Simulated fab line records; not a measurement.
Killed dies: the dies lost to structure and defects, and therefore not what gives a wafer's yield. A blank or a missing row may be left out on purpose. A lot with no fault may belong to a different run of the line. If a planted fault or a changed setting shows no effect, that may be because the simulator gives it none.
What tool caused it?    flow nand-harc    18 wafers from 6 lots sampled at 4 of the route's 1159 steps

== WHAT EACH GAUGE READ, for each wafer ==
NHARC_P_M2_CD_MEAS_09 targets a cd of 170 nm.
lot   measured      on         cd-nm (nm)
L745  day 7 00:34   cd-sem-01  170.8 170.7 170.6
L749  day 7 19:38   cd-sem-03  170.4 170.1 170.4
L754  day 9 11:34   cd-sem-02  185.0 184.8 184.6 184.8 185.0 184.9
L758  day 10 11:37  cd-sem-01  169.9 169.9 170.6
L762  day 11 02:28  cd-sem-02  170.3 170.0 169.8
L764  day 11 17:15  cd-sem-02  170.5 169.8 170.7

== WHAT TOOL EACH LOT RAN ON (gives the tool, then ch and the chambers of the sampled wafers, and finally the start) ==
lot   NHARC_P_M1_ANNEAL_31              NHARC_P_M1_PRE_CLEAN_32          NHARC_P_M2_PEB_07
L745  rtp-anneal-01 ch 0, day 6 21:28   pecvd-03 ch 0,1,2, day 6 22:21   litho-track-06 ch 0, day 7 00:29
L749  rtp-anneal-01 ch 0, day 7 17:32   pecvd-04 ch 0,1,2, day 7 18:19   litho-track-01 ch 0, day 7 19:33
L754  rtp-anneal-02 ch 0, day 9 09:17   pecvd-02 ch 0,1,2, day 9 10:15   litho-track-06 ch 0, day 9 11:29
L758  rtp-anneal-01 ch 0, day 10 09:10  pecvd-03 ch 0,1, day 10 09:59    litho-track-04 ch 0, day 10 11:31
L762  rtp-anneal-01 ch 0, day 10 23:54  pecvd-02 ch 0,1,2, day 11 01:01  litho-track-01 ch 0, day 11 02:23
L764  rtp-anneal-01 ch 0, day 11 15:11  pecvd-02 ch 0,1,2, day 11 16:02  litho-track-04 ch 0, day 11 17:10
- NHARC_P_M1_ANNEAL_31: time 90 s.
- NHARC_P_M1_PRE_CLEAN_32: time 12 s.
- NHARC_P_M2_PEB_07: peb time 65 s.

== THE ANSWER, worked out from the rows above alone ==
Rule: the usual values come from the lots themselves. The widest of any qualifying gaps counts: lots, ordered by their means at a reading, are off when they make up no more than a third of the lots, leave a main group of 4 or more, and stand apart from it by 3 or more times the standard deviation of that group's means. A main group is skipped when, at the precision printed for the reading in the tables above, its means are all equal. A lot without any number at a reading at which 4 lots or more have one is off too. All remaining lots with rows at the step are treated as sound.
Off: L754 (NHARC_P_M2_CD_MEAS_09, cd-nm). The main group: mean 170.3 nm, standard deviation 0.23.
If a tool, at a process step before that reading, ran all the lots that are off and no sound lot after the first of them, it fits. Gauges at NHARC_P_M2_CD_MEAS_09: tried the same way as those tools. This does not decide it: 2 tools fit, namely rtp-anneal-02 at NHARC_P_M1_ANNEAL_31 and litho-track-06 at NHARC_P_M2_PEB_07.

== WHAT HAD BEEN PUT IN BY THE SIMULATOR ==
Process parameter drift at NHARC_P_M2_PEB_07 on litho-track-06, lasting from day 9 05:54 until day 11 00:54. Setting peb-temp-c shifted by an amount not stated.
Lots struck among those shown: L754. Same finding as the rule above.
